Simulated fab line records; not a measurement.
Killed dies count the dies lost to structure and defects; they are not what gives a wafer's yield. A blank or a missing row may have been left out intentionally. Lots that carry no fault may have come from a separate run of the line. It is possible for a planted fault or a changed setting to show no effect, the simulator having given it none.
fab line records	flow nandHarc
[record] lots = 12	wafers = 36	lastDay = 35
route steps=1302 shown P_ZERO_WELL@14 P_GATE@142 END@1302
lots that met no fault: from a run of the same line without faults
startH: the number of hours between the record's first day and the start of the first shown wafer of the lot	waitH: how many hours have passed since the lot's step before this one	" same as the row above	L1.1+2: several wafers, shown together as one row	- no value, or no start given	* or withheld: withheld	< > ~ a bound
route shown NAME@n: NAME is a module with steps in the file, n the number in the route of the first one	usual: average and standard deviation across the fault-free wafers	same: alike in all rows	chamber/n: place in a boat	sites: per-site readings	_std_site: their standard deviation	_edge_site: inner sites' mean taken away from outer sites' mean	radiusMm: for every site, how far away it sits from the centre of the wafer	mask NAME#n: copy n	behind: tool/chamber where the wafer was last shaped	hold: reason for holding the lot/hours on hold/outcome of the hold	device: which transistor (n, p or np) failed to switch	end of line: tests run on the same wafers once the route is complete	a step with no rows: only its recipe	killed: dies that structure and defects cost at the first sort, which is not the same as the wafer's yield	map: a wafer's dies, marking killed ones x, the rest . and places with no die _
set.NAME: the setting that was run; set.NAME@STEP: the one run at that earlier step	model.NAME: the simulator's own value behind a step, which no gauge read
route steps across a sampled set of lots; one table per step, one row per wafer
services: when a tool's chamber went out of use (startH, in hours from the record's first day, below 0 if earlier), for how many hours, and the reason
[[steps]]
[step NHARC_P_ZERO_WELL_CD_MEAS_11]
[recipe] targetCdNm = 500	landingEnergyEv = 500
[usual] cdNm = 498.9/1.4
lot.wafer	tool	chamber	startH	waitH	cdNm
L900.1	cdSem-02	0	31.24	-	500.0
L900.4	"	0	"	"	500.9
L900.5	"	0	"	"	499.3
L901.1	cdSem-03	0	41.24	-	498.4
L901.3	"	0	"	"	498.6
L901.4	"	0	"	"	500.4
L904.1	cdSem-01	0	71.11	-	500.1
L904.2	"	0	"	"	498.6
L904.4	"	0	"	"	499.0
L905.4	cdSem-02	0	81.26	-	497.4
L905.5	"	0	"	"	497.4
L905.6	"	0	"	"	495.5
L906.2	cdSem-03	0	91.49	-	500.2
L906.5	"	0	"	"	500.2
L906.6	"	0	"	"	500.0
L907.1	cdSem-03	0	101.19	-	499.5
L907.2	"	0	"	"	500.8
L907.4	"	0	"	"	498.2
L909.1	cdSem-01	0	121.23	-	498.1
L909.3	"	0	"	"	498.1
L909.5	"	0	"	"	497.7
L911.3	cdSem-01	0	141.24	-	498.6
L911.4	"	0	"	"	497.5
L911.5	"	0	"	"	496.1
L917.1	cdSem-02	0	201.24	-	499.3
L917.3	"	0	"	"	499.2
L917.6	"	0	"	"	500.1
L918.3	cdSem-02	0	211.13	-	498.2
L918.5	"	0	"	"	498.3
L918.6	"	0	"	"	500.0
L921.1	cdSem-02	0	241.24	-	497.0
L921.2	"	0	"	"	500.4
L921.3	"	0	"	"	500.3
L922.2	cdSem-03	0	251.12	-	499.4
L922.3	"	0	"	"	499.9
L922.5	"	0	"	"	500.7
[step NHARC_P_ZERO_WELL_ETCH_65]
[recipe] targetDepthA = 800	overetchA = 240	timeS = 87.88	ionEnergyEv = 200	n2FlowSccm = 150	h2FlowSccm = 150	arFlowSccm = 0	rfW = 400	biasW = 150	chemistry = N2/H2
[usual] biasW = 150.0/0.47	chamberPressureMTorr = 30.00/0.034	drypumpMotorCurrentA = 5.7/0.48	oesProductAu = 1.001/0.0079	rfVppV = 429.8/2	showerheadPlenumPTorr = 2.02/0.074	throttleValvePct = 14.170/0.0087
lot.wafer	tool	chamber	startH	waitH	biasW	chamberPressureMTorr	drypumpMotorCurrentA	oesProductAu	rfHoursCounterH	rfVppV	showerheadPlenumPTorr	throttleValvePct
L900.4	rieDiel-10	3	31.61	0.1	149.5	29.99	5.6	1.003	42	428.9	1.99	14.163
L900.1	"	0	"	"	150.4	30.02	6.2	1.016	48	432.3	2.08	14.167
L900.5	"	0	"	"	150.2	30.01	6.3	0.999	-	431.0	2.08	14.156
L901.1	rieDiel-10	1	41.48	0.1	149.4	29.99	5.2	0.993	43	428.6	2.00	14.158
L901.3	"	3	"	"	150.0	30.00	5.6	1.004	44	428.0	1.99	14.185
L901.4	"	0	"	"	149.2	29.97	6.3	0.993	50	432.0	2.08	14.185
L904.1	rieDiel-07	1	71.35	0.1	150.8	29.99	5.7	0.986	39	429.5	2.03	14.163
L904.4	"	2	"	"	150.7	29.99	5.9	0.987	37	431.3	2.06	14.172
L904.2	"	0	"	"	150.8	30.02	6.5	0.984	41	435.7	2.20	14.173
L905.4	rieDiel-07	0	81.49	0.1	150.1	30.00	6.5	0.995	44	433.5	2.20	14.171
L905.6	"	0	"	"	150.2	30.03	6.5	1.007	-	434.1	2.20	14.162
L905.5	"	1	"	"	150.1	30.04	5.7	0.989	-	431.6	2.03	14.166
L906.2	rieDiel-10	2	91.73	0.1	149.3	29.97	6.0	1.000	8	428.0	1.94	14.169
L906.6	"	2	"	"	150.1	30.06	6.0	1.003	-	428.2	1.94	14.172
L906.5	"	3	"	"	149.9	29.97	5.5	1.003	-	429.5	1.98	14.177
L907.1	rieDiel-10	1	101.43	0.1	149.7	30.02	5.1	1.001	8	428.6	2.00	14.162
L907.2	"	2	"	"	151.0	29.99	6.0	1.005	10	427.9	1.94	14.166
L907.4	"	0	"	"	150.7	30.03	6.3	1.005	9	432.8	2.08	14.172
L909.3	rieDiel-10	0	121.50	0.1	149.7	29.98	6.3	1.003	12	431.8	2.07	14.166
L909.1	"	1	"	"	149.7	29.98	5.2	1.000	12	428.9	2.00	14.176
L909.5	"	3	"	"	149.7	30.02	5.6	0.999	-	428.9	1.98	14.172
L911.4	rieDiel-04	2	141.49	0.1	150.9	29.96	5.7	1.001	37	430.7	2.02	14.171
L911.3	"	3	"	"	149.9	29.97	6.2	1.006	52	432.0	2.12	14.179
L911.5	"	1	"	"	149.8	30.00	4.9	1.009	-	427.5	1.93	14.166
L917.1	rieDiel-10	2	201.49	0.1	-	-	-	-	-	-	-	-
L917.3	"	0	"	"	-	-	-	-	-	-	-	-
L917.6	"	3	"	"	-	-	-	-	-	-	-	-
L918.3	rieDiel-07	1	211.39	0.1	-	-	-	-	-	-	-	-
L918.6	"	1	"	"	-	-	-	-	-	-	-	-
L918.5	"	2	"	"	-	-	-	-	-	-	-	-
L921.1	rieDiel-10	0	241.50	0.1	149.7	29.98	6.3	1.003	50	431.0	2.06	14.177
L921.3	"	2	"	"	150.1	29.99	6.0	0.989	50	427.7	1.93	14.172
L921.2	"	3	"	"	149.8	30.00	5.6	1.004	49	427.5	1.97	14.161
L922.3	rieDiel-04	3	251.36	0.1	151.4	29.99	6.2	0.994	21	431.8	2.10	14.159
L922.2	"	0	"	"	149.1	30.01	4.6	0.993	20	434.9	2.21	14.169
L922.5	"	3	"	"	150.0	30.04	6.2	1.001	-	431.9	2.10	14.159
[step NHARC_P_ZERO_WELL_DESCUM_54]
[recipe] timeS = 3	o2FlowSccm = 200	arFlowSccm = 0	biasPowerW = 0	chemistry = O2
[usual] chamberPressureMTorr = 59.99/0.051	drypumpMotorCurrentA = 5.7/0.52	oesProductAu = 1.002/0.0075	rfVppV = 57.6/0.91	showerheadPlenumPTorr = 1.90/0.076	throttleValvePct = 11.310/0.0089
lot.wafer	tool	chamber	startH	waitH	chamberPressureMTorr	drypumpMotorCurrentA	oesProductAu	rfHoursCounterH	rfVppV	showerheadPlenumPTorr	throttleValvePct
L900.1	rieDiel-04	0	36.02	-	59.96	4.6	1.009	7	57.1	1.79	11.312
L900.5	"	2	"	"	60.00	5.8	1.012	-	58.4	1.90	11.300
L900.4	"	0	"	"	60.07	4.6	1.007	-	56.2	1.79	11.290
L901.4	rieDiel-10	3	45.91	-	60.04	5.6	1.017	45	56.2	1.87	11.317
L901.3	"	0	"	"	59.92	6.3	1.003	51	57.9	1.95	11.307
L901.1	"	1	"	"	60.03	5.2	0.992	44	57.1	1.88	11.298
L904.1	rieDiel-10	2	75.76	-	59.92	5.9	1.000	0	57.0	1.83	11.289
L904.2	"	0	"	"	60.00	6.4	1.003	0	57.0	1.95	11.315
L904.4	"	1	"	"	59.95	5.1	1.003	0	59.4	1.88	11.315
L905.4	rieDiel-07	3	86.12	-	60.03	6.1	1.005	44	58.5	1.88	11.304
L905.6	"	2	"	"	59.93	5.9	1.000	-	60.2	1.93	11.318
L905.5	"	3	"	"	59.99	6.1	1.012	-	58.3	1.88	11.303
L906.2	rieDiel-07	3	96.29	-	60.07	6.1	1.007	50	57.0	1.87	11.293
L906.6	"	3	"	"	59.92	6.1	1.005	-	59.3	1.87	11.332
L906.5	"	0	"	"	60.00	6.5	1.002	-	57.9	2.06	11.316
L907.1	rieDiel-10	1	105.88	-	60.06	5.2	1.002	9	59.0	1.88	11.310
L907.2	"	2	"	"	59.97	5.9	1.008	10	58.0	1.82	11.307
L907.4	"	2	"	"	60.03	5.9	0.995	-	57.4	1.82	11.301
L909.3	rieDiel-07	0	126.25	-	60.03	6.4	1.004	0	59.2	2.06	11.293
L909.1	"	1	"	"	60.04	5.7	1.001	0	58.4	1.90	11.311
L909.5	"	0	"	"	59.89	6.5	1.008	-	58.1	2.06	11.313
L911.3	rieDiel-10	3	145.80	-	59.92	5.6	1.002	21	57.1	1.86	11.315
L911.4	"	0	"	"	60.00	6.3	1.003	20	59.1	1.94	11.309
L911.5	"	3	"	"	60.09	5.5	1.000	-	56.3	1.86	11.307
L917.3	rieDiel-10	3	206.03	-	59.96	5.5	0.998	38	57.7	1.85	11.333
L917.1	"	2	"	"	59.99	6.0	1.009	40	57.2	1.82	11.316
L917.6	"	0	"	"	60.01	6.4	1.002	-	58.5	1.94	11.326
L918.3	rieDiel-07	1	215.91	-	59.99	5.7	0.992	23	57.5	1.89	11.305
L918.6	"	2	"	"	60.01	5.9	0.990	-	57.6	1.92	11.314
L918.5	"	3	"	"	59.91	6.0	1.007	-	57.9	1.86	11.296
L921.2	rieDiel-04	1	246.10	-	59.91	4.9	0.992	18	57.5	1.80	11.302
L921.3	"	2	"	"	59.94	5.8	1.009	18	56.0	1.88	11.309
L921.1	"	3	"	"	60.03	6.2	1.006	21	58.4	1.97	11.307
L922.3	rieDiel-04	3	255.94	-	59.90	6.2	1.006	25	57.1	1.97	11.289
L922.2	"	1	"	"	60.06	4.9	0.995	20	56.0	1.80	11.318
L922.5	"	2	"	"	59.95	5.7	1.002	-	57.9	1.88	11.310
[step NHARC_P_GATE_OVL_MEAS_27]
[usual] overlayXNm = 0.2/0.72	overlayYNm = -0.3/0.71
lot.wafer	tool	chamber	startH	waitH	overlayXNm	overlayYNm
L900.1	overlay-02	-	104.79	-	-0.1	-0.8
L900.4	"	-	"	"	-0.3	-0.4
L900.5	"	-	"	"	0.4	-1.0
L901.1	overlay-01	-	116.28	-	1.3	-0.2
L901.3	"	-	"	"	0.7	0.6
L901.4	"	-	"	"	0.5	0.2
L904.1	overlay-01	-	146.56	-	0.8	0.0
L904.2	"	-	"	"	1.0	-0.3
L904.4	"	-	"	"	0.2	-0.3
L905.4	overlay-02	-	157.46	-	-0.8	0.0
L905.5	"	-	"	"	-1.2	-0.4
L905.6	"	-	"	"	-0.8	-0.3
L906.2	overlay-01	-	171.60	-	1.9	-0.2
L906.5	"	-	"	"	1.6	0.0
L906.6	"	-	"	"	1.4	0.1
L907.1	overlay-02	-	171.86	-	-1.1	-0.2
L907.2	"	-	"	"	-0.9	-0.4
L907.4	"	-	"	"	-0.7	0.1
L909.1	overlay-02	-	192.17	-	0.3	0.0
L909.3	"	-	"	"	0.4	-0.6
L909.5	"	-	"	"	0.1	-0.4
L911.3	overlay-02	-	211.77	-	-0.7	-1.5
L911.4	"	-	"	"	-0.7	-0.5
L911.5	"	-	"	"	-0.2	-0.6
L921.1	overlay-02	-	317.35	-	0.3	0.1
L921.2	"	-	"	"	0.4	-0.6
L921.3	"	-	"	"	0.4	0.2
L922.2	overlay-01	-	335.80	-	-0.5	-0.1
L922.3	"	-	"	"	-0.5	0.5
L922.5	"	-	"	"	-0.5	0.3
[step NHARC_END_SORT_01]
[recipe] tempC = 25
[usual] killedAtArray = 44/16	killedAtOther = 0.6/1.1	killedAtPeriphery = 3.9/2.6	killedDies = 48/16	killedOpen = 3.1/1.9	killedShort = 2.4/1.8
[same] grossDies = 677
lot.wafer	tool	chamber	startH	waitH	killedAtArray	killedAtOther	killedAtPeriphery	killedDies	killedOpen	killedShort
L917.1	prober-01	0	743.75	2.5	42	4	631	677	2	1
L917.3	prober-01	0	745.35	3.1	39	2	636	677	5	3
L917.6	prober-01	0	747.74	4.0	38	6	633	677	4	1
L918.3	prober-01	0	760.94	3.1	40	3	634	677	4	0
L918.5	prober-01	0	762.54	3.7	40	0	637	677	4	4
L918.6	prober-01	0	763.33	4.0	41	0	636	677	0	2
// killed by level:class
L917.1 P_ZERO_WELL:areaEtch=621 A_CHANNEL_HOLE_D2:chamberFilmFlake=14 P_CONTACT:chamberFilmFlake=9 A_CONTACT:chamberFilmFlake=6 A_CHANNEL_HOLE_D1:chamberFilmFlake=5 A_SLIT:chamberFilmFlake=5 A_STAIRCASE:chamberFilmFlake=4 THIN_TSV:chamberFilmFlake=4
L917.3 P_ZERO_WELL:areaEtch=626 A_CHANNEL_HOLE_D2:chamberFilmFlake=14 P_CONTACT:chamberFilmFlake=6 A_SLIT:chamberFilmFlake=5 A_CONTACT:chamberFilmFlake=3 A_CHANNEL_HOLE_D1:chamberFilmFlake=3 A_ZERO_WELL:chamberFilmFlake=2 A_DECK1_JOINT:chamberFilmFlake=2
L917.6 P_ZERO_WELL:areaEtch=619 A_CHANNEL_HOLE_D2:chamberFilmFlake=15 P_CONTACT:chamberFilmFlake=11 THIN_TSV:chamberFilmFlake=6 A_CHANNEL_HOLE_D1:chamberFilmFlake=5 A_DECK1_JOINT:chamberFilmFlake=5 A_STAIRCASE:chamberFilmFlake=5 A_CONTACT:chamberFilmFlake=3
L918.3 P_ZERO_WELL:areaEtch=630 A_CHANNEL_HOLE_D2:chamberFilmFlake=15 A_CHANNEL_HOLE_D1:chamberFilmFlake=10 A_CONTACT:chamberFilmFlake=7 THIN_TSV:chamberFilmFlake=3 A_WL_FILL:chamberFilmFlake=2 P_STI:geometricParticle:open=1 P_CONTACT:geometricParticle:open=1
L918.5 P_ZERO_WELL:areaEtch=634 A_CHANNEL_HOLE_D1:chamberFilmFlake=11 A_CHANNEL_HOLE_D2:chamberFilmFlake=11 A_SLIT:chamberFilmFlake=4 A_CONTACT:chamberFilmFlake=4 A_SGD_CUT:geometricParticle:open=2 A_M0:geometricParticle:short=2 P_GATE:chamberFilmFlake=2
L918.6 P_ZERO_WELL:areaEtch=633 A_CHANNEL_HOLE_D2:chamberFilmFlake=15 A_CONTACT:chamberFilmFlake=8 A_CHANNEL_HOLE_D1:chamberFilmFlake=7 A_SLIT:chamberFilmFlake=5 A_WL_FILL:chamberFilmFlake=2 A_DECK1_JOINT:geometricParticle:short=1 A_ONON_D2:geometricParticle:short=1
[[services]]
tool	chamber	startH	hours	kind
rieDiel-10	0	20.73	-	clean
rieDiel-10	1	20.73	-	clean
rieDiel-10	2	20.73	-	clean
rieDiel-10	3	20.73	-	clean
rieDiel-04	-	21.83	0.9	repair
rieDiel-10	0	45.23	-	clean
rieDiel-10	1	45.23	-	clean
rieDiel-10	2	45.23	-	clean
rieDiel-10	3	45.23	-	clean
rieDiel-10	-	65.56	9.0	pm
rieDiel-10	0	65.56	9.0	ventCycle
rieDiel-10	1	65.56	9.0	ventCycle
rieDiel-10	-	79.02	0.8	repair
rieDiel-10	3	105.62	4.3	repair
rieDiel-04	2	107.88	25.7	repair
rieDiel-07	-	117.20	9.0	pm
rieDiel-04	0	117.31	4.8	repair
rieDiel-10	2	117.65	6.5	repair
rieDiel-07	1	141.65	5.9	repair
rieDiel-04	1	172.07	3.7	repair
rieDiel-04	-	178.41	9.0	pm
rieDiel-04	2	220.75	1.3	repair
rieDiel-04	0	233.12	2.8	repair
rieDiel-10	-	242.56	9.0	pm
[[key]]
[firstSign] step = NHARC_P_ZERO_WELL_ETCH_65	reading = toolRecord	direction = missing
[effect] step = NHARC_END_SORT_01	reading = killedAtPeriphery	direction = up	sigmas = 99+	usual = 3.9	struck = 634.5
[moreKillsBornAt] NHARC_P_ZERO_WELL_ETCH_65@rieDiel-07 = 1897	NHARC_P_ZERO_WELL_ETCH_65@rieDiel-10 = 1865
metAt NHARC_P_ZERO_WELL_ETCH_65
struckLots L917,L918
laterRowsLeftOut L917.1,L917.3,L917.6,L918.3,L918.5,L918.6
testerLeftOut L917,L918
notActingAt NHARC_P_ZERO_WELL_CD_MEAS_11,NHARC_P_ZERO_WELL_DESCUM_54,NHARC_P_GATE_OVL_MEAS_27
onsetBetween 121.50 201.49
[fault] kind = skippedStepWhole	tool = rieDiel-07,rieDiel-10	chamber = -	onsetH = 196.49	steps = NHARC_P_ZERO_WELL_ETCH_65	scope = struckLotsOnly
// testerLeftOut: of these lots the tester's yield and bins aren't shown, on N5 and GAA mostly nor the transistor test; their killed dies are dies lost to structure and defects alone, not to doping, threshold or leakage, so they don't give the yield
// laterRowsLeftOut: the simulator's readings of these wafers behind a module that went badly wrong aren't trusted and aren't shown, but for the sort
